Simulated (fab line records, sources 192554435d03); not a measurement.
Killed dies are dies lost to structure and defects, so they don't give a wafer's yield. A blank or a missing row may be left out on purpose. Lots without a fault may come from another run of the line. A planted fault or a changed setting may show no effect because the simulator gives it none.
Which tool did it? | flow n5_finfet | 12 lots, 36 wafers sampled, at 2 steps of a route of 1938

WHAT THE GAUGES READ, wafer by wafer
N5_BEOL_M4_THK_MEAS_53: measures by xrf.
lot  | measured     | on            | M4_THK (nm)
L075 | day 8 03:22  | film_metro-02 | 41.2 40.7 40.6
L077 | day 8 12:36  | film_metro-01 | 43.2 39.9 42.4
L079 | day 8 23:46  | film_metro-02 | 43.0 42.3 39.9
L082 | day 9 16:31  | film_metro-02 | 40.4 37.1 38.8
L083 | day 10 02:09 | film_metro-01 | 40.3 38.9 38.4
L086 | day 10 10:42 | film_metro-02 | 42.5 41.0 40.0
L085 | day 11 02:11 | film_metro-02 | 39.7 40.8 41.8
L089 | day 11 07:16 | film_metro-02 | 41.6 41.5 41.9
L091 | day 12 08:03 | film_metro-02 | 40.3 38.0 37.6
L093 | day 12 15:20 | film_metro-01 | 36.2 40.0 40.8
L095 | day 13 02:29 | film_metro-02 | 40.1 37.8 39.8
L097 | day 13 11:39 | film_metro-01 | 39.2 38.1 40.3

WHICH TOOL RAN EACH LOT (tool, then ch and the chambers of the sampled wafers, then the start)
lot  | N5_BEOL_M4_SPUTTER_94
L075 | pvd_sputter-03, day 8 02:22
L077 | pvd_sputter-01, day 8 10:37
L079 | pvd_sputter-01, day 8 22:46
L082 | pvd_sputter-03, day 9 15:31
L083 | pvd_sputter-01, day 10 01:07
L086 | pvd_sputter-01, day 10 09:41
L085 | pvd_sputter-03, day 11 01:03
L089 | pvd_sputter-03, day 11 06:15
L091 | pvd_sputter-03, day 12 07:02
L093 | pvd_sputter-03, day 12 14:13
L095 | pvd_sputter-03, day 13 01:28
L097 | pvd_sputter-01, day 13 10:38
- N5_BEOL_M4_SPUTTER_94: material Cu, target thk 4.5 nm, time 8.29 s.

THE ANSWER, worked out from the rows above alone
Rule: what is usual is taken from the lots themselves. Put in order of their means at a reading, lots are off if they are a third of the lots or fewer, leave a main group of 4 or more, and stand apart from it by a gap of 3 or more times the standard deviation of the main group's means; of several such gaps the widest counts. A main group whose means are all the same, to the digits that the tables above print for the reading, isn't used. A lot without any number at a reading at which 4 lots or more have one is off too. The other lots that the step has rows for count as sound.
No lot is off at any reading shown: from this, nothing can be told.

WHAT THE SIMULATOR HAD PUT IN
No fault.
